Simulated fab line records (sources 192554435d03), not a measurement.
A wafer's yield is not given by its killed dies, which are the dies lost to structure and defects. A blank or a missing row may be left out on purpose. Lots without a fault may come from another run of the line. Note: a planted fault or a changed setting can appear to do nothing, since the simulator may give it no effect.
Split-lot study || flow n5 finfet || on a route of 1938 steps: 7 lots, 21 wafers read

== THE SPLIT ==
At N5_BEOL_M7_PECVD_70 (deposits SiO2 from TEOS/O2, target thk 20 nm, time 22.7 s), the setting temp c was moved away from the recipe's 400 C on 10 of the 21 wafers read, by -3.8% to +3.8%. For the rest of the wafers, this setting stayed at what the recipe calls for.

== FROM THE SPLIT TO THE READING: what the file shows between them, 11 steps ==
- N5_BEOL_M7_COAT_59: time 60 s, resist thk 100 nm (also split here: spin rpm)
- N5_BEOL_M7_COAT_60: time 60 s, resist thk 35 nm
- N5_BEOL_M7_COAT_05: resist thk 90 nm
- N5_BEOL_M7_DESCUM_16: chemistry O2, time 7.9 s
- N5_BEOL_M7_ETCH_61: etches SiARC in CF4, target depth 45.5 nm, time 75.8 s
- N5_BEOL_M7_ETCH_62: etches SOC in N2/H2, target depth 110 nm, overetch 22 nm, time 165 s
- N5_BEOL_M7_STRIP_68: strips in N2/H2
- N5_BEOL_M7_STRIP_67: strips in CF4
- N5_BEOL_M7_HM_OPEN_17: chemistry Cl2/BCl3, target TiN, target depth 20 nm, overetch 6 nm
- N5_BEOL_M7_STRIP_19: strips in O2
- N5_BEOL_M7_STRIP_80: strips in N2/H2, time 10 s

== THE READING ==
SiO2_of_BEOL_M7_PECVD_70.thk nm (the simulator's own value, which no gauge read), in nm, at N5_BEOL_M7_HM_STRIP_39 (strips TiN in peroxide tin strip, target depth 25 nm, time 158 s). The file does not state a usual value for it. The 11 wafers here that ran the recipe average 19.8 nm, standard deviation 0.37 nm.

{"wafer": "L077.1", "tool, chamber at the split": "pecvd-04, 2", "temp c as run, C": 393.1, "against the recipe": "-1.7%", "SiO2_of_BEOL_M7_PECVD_70.thk nm, nm": 20.6, "against lot-mates on the recipe": "no lot-mate on the recipe"}
{"wafer": "L077.3", "tool, chamber at the split": "pecvd-04, 0", "temp c as run, C": 393.1, "against the recipe": "-1.7%", "SiO2_of_BEOL_M7_PECVD_70.thk nm, nm": 20.4, "against lot-mates on the recipe": "no lot-mate on the recipe"}
{"wafer": "L077.4", "tool, chamber at the split": "pecvd-04, 1", "temp c as run, C": 393.1, "against the recipe": "-1.7%", "SiO2_of_BEOL_M7_PECVD_70.thk nm, nm": 21.2, "against lot-mates on the recipe": "no lot-mate on the recipe"}
{"wafer": "L080.1", "tool, chamber at the split": "pecvd-03, 1", "temp c as run, C": 384.6, "against the recipe": "-3.8%", "SiO2_of_BEOL_M7_PECVD_70.thk nm, nm": 21.6, "against lot-mates on the recipe": "+1.8"}
{"wafer": "L080.3", "tool, chamber at the split": "pecvd-03, 0", "temp c as run, C": 400, "against the recipe": "recipe", "SiO2_of_BEOL_M7_PECVD_70.thk nm, nm": 19.6, "against lot-mates on the recipe": "-"}
{"wafer": "L080.4", "tool, chamber at the split": "pecvd-03, 1", "temp c as run, C": 400, "against the recipe": "recipe", "SiO2_of_BEOL_M7_PECVD_70.thk nm, nm": 20, "against lot-mates on the recipe": "-"}
{"wafer": "L082.1", "tool, chamber at the split": "pecvd-01, 2", "temp c as run, C": 405, "against the recipe": "+1.2%", "SiO2_of_BEOL_M7_PECVD_70.thk nm, nm": 18.8, "against lot-mates on the recipe": -0.8}
{"wafer": "L082.4", "tool, chamber at the split": "pecvd-01, 0", "temp c as run, C": 400, "against the recipe": "recipe", "SiO2_of_BEOL_M7_PECVD_70.thk nm, nm": 19.6, "against lot-mates on the recipe": "-"}
{"wafer": "L082.6", "tool, chamber at the split": "pecvd-01, 2", "temp c as run, C": 405, "against the recipe": "+1.2%", "SiO2_of_BEOL_M7_PECVD_70.thk nm, nm": 19, "against lot-mates on the recipe": -0.6}
{"wafer": "L086.2", "tool, chamber at the split": "pecvd-01, 1,0", "temp c as run, C": 400, "against the recipe": "recipe", "SiO2_of_BEOL_M7_PECVD_70.thk nm, nm": 20.2, "against lot-mates on the recipe": "-"}
{"wafer": "L086.4", "tool, chamber at the split": "pecvd-01, 1,0", "temp c as run, C": 400, "against the recipe": "recipe", "SiO2_of_BEOL_M7_PECVD_70.thk nm, nm": 20.2, "against lot-mates on the recipe": "-"}
{"wafer": "L086.6", "tool, chamber at the split": "pecvd-01, 1", "temp c as run, C": 408.8, "against the recipe": "+2.2%", "SiO2_of_BEOL_M7_PECVD_70.thk nm, nm": 18.6, "against lot-mates on the recipe": -1.6}
{"wafer": "L091.1", "tool, chamber at the split": "pecvd-04, 1,2", "temp c as run, C": 400, "against the recipe": "recipe", "SiO2_of_BEOL_M7_PECVD_70.thk nm, nm": 19.4, "against lot-mates on the recipe": "-"}
{"wafer": "L091.3", "tool, chamber at the split": "pecvd-04, 1,2", "temp c as run, C": 400, "against the recipe": "recipe", "SiO2_of_BEOL_M7_PECVD_70.thk nm, nm": 19.4, "against lot-mates on the recipe": "-"}
{"wafer": "L091.2", "tool, chamber at the split": "pecvd-04, 0", "temp c as run, C": 400, "against the recipe": "recipe", "SiO2_of_BEOL_M7_PECVD_70.thk nm, nm": 19.2, "against lot-mates on the recipe": "-"}
{"wafer": "L094.3", "tool, chamber at the split": "pecvd-01, 1", "temp c as run, C": 415.1, "against the recipe": "+3.8%", "SiO2_of_BEOL_M7_PECVD_70.thk nm, nm": 18.2, "against lot-mates on the recipe": -1.6}
{"wafer": "L094.5", "tool, chamber at the split": "pecvd-01, 0", "temp c as run, C": 400, "against the recipe": "recipe", "SiO2_of_BEOL_M7_PECVD_70.thk nm, nm": 19.8, "against lot-mates on the recipe": "-"}
{"wafer": "L094.6", "tool, chamber at the split": "pecvd-01, 1", "temp c as run, C": 415.1, "against the recipe": "+3.8%", "SiO2_of_BEOL_M7_PECVD_70.thk nm, nm": 18.4, "against lot-mates on the recipe": -1.4}
{"wafer": "L095.2", "tool, chamber at the split": "pecvd-01, 0", "temp c as run, C": 400, "against the recipe": "recipe", "SiO2_of_BEOL_M7_PECVD_70.thk nm, nm": 19.6, "against lot-mates on the recipe": "-"}
{"wafer": "L095.3", "tool, chamber at the split": "pecvd-01, 1", "temp c as run, C": 400, "against the recipe": "recipe", "SiO2_of_BEOL_M7_PECVD_70.thk nm, nm": 20.4, "against lot-mates on the recipe": "-"}
{"wafer": "L095.6", "tool, chamber at the split": "pecvd-01, 1", "temp c as run, C": 388.4, "against the recipe": "-2.9%", "SiO2_of_BEOL_M7_PECVD_70.thk nm, nm": 21.8, "against lot-mates on the recipe": "+1.8"}
Rows listing several chambers each stand for several wafers; the file does not say which wafer went through which chamber.

FIT RESULTS
A straight line over all 21 wafers: SiO2_of_BEOL_M7_PECVD_70.thk nm changes by -0.492 nm for each +1% of temp c; r = -0.93; the points scatter about the line by 0.38 nm.
The same after taking each lot's own level away (the mean of its wafers on the recipe; 18 wafers): -0.483 nm for each +1%; r = -0.96; scatter 0.27 nm.
On that fit, the largest move of temp c shifts the reading by 1.9 nm.
The span of the lots' own levels, 19.33 to 20.20 nm, comes to 2.3 times the standard deviation stated above.
The two slopes are in agreement: the lot-to-lot level therefore moves the slope only a little.
Check: with one of the wafers moved furthest among these (-3.8%) left out of the fit, the line predicts +1.91 nm for it against its lot-mates. Against them it came out at +1.8 nm.

== OTHER SPLITS APPLIED TO THESE WAFERS ==
These wafers also went through other splits before the reading. Each is held against what the fit with the lots' levels taken away leaves over:
{"other split on the same wafers": "N5_BEOL_M6_TRENCH_ETCH_37 source w", "wafers away from the commonest value": 7, "r with SiO2_of_BEOL_M7_PECVD_70.thk nm (lot level and that fit taken away)": "+0.19"}
{"other split on the same wafers": "N5_BEOL_M7_COAT_59 spin rpm", "wafers away from the commonest value": 9, "r with SiO2_of_BEOL_M7_PECVD_70.thk nm (lot level and that fit taken away)": "+0.15"}

== THE WHOLE CHAIN: every reading that the file lists as answering this split, in the file's order ==
{"step": "N5_BEOL_M7_PECVD_70", "what it does": "deposits SiO2 from TEOS/O2, target thk 20 nm, time 22.7 s", "reading": "SiO2_of_BEOL_M7_PECVD_70.thk nm (the simulator's own value, which no gauge read)", "change (the file's fit)": "-0.504 nm for each +1% of the setting", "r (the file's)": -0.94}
{"step": "N5_BEOL_M7_HM_STRIP_39", "what it does": "strips TiN in peroxide tin strip, target depth 25 nm, time 158 s", "reading": "SiO2_of_BEOL_M7_PECVD_70.thk nm (the simulator's own value, which no gauge read)", "change (the file's fit)": "-0.506 nm for each +1% of the setting", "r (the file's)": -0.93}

== FILE'S OWN FIT ==
SiO2_of_BEOL_M7_PECVD_70.thk nm changes by -0.506 nm for each +1% of temp c, r = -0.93.
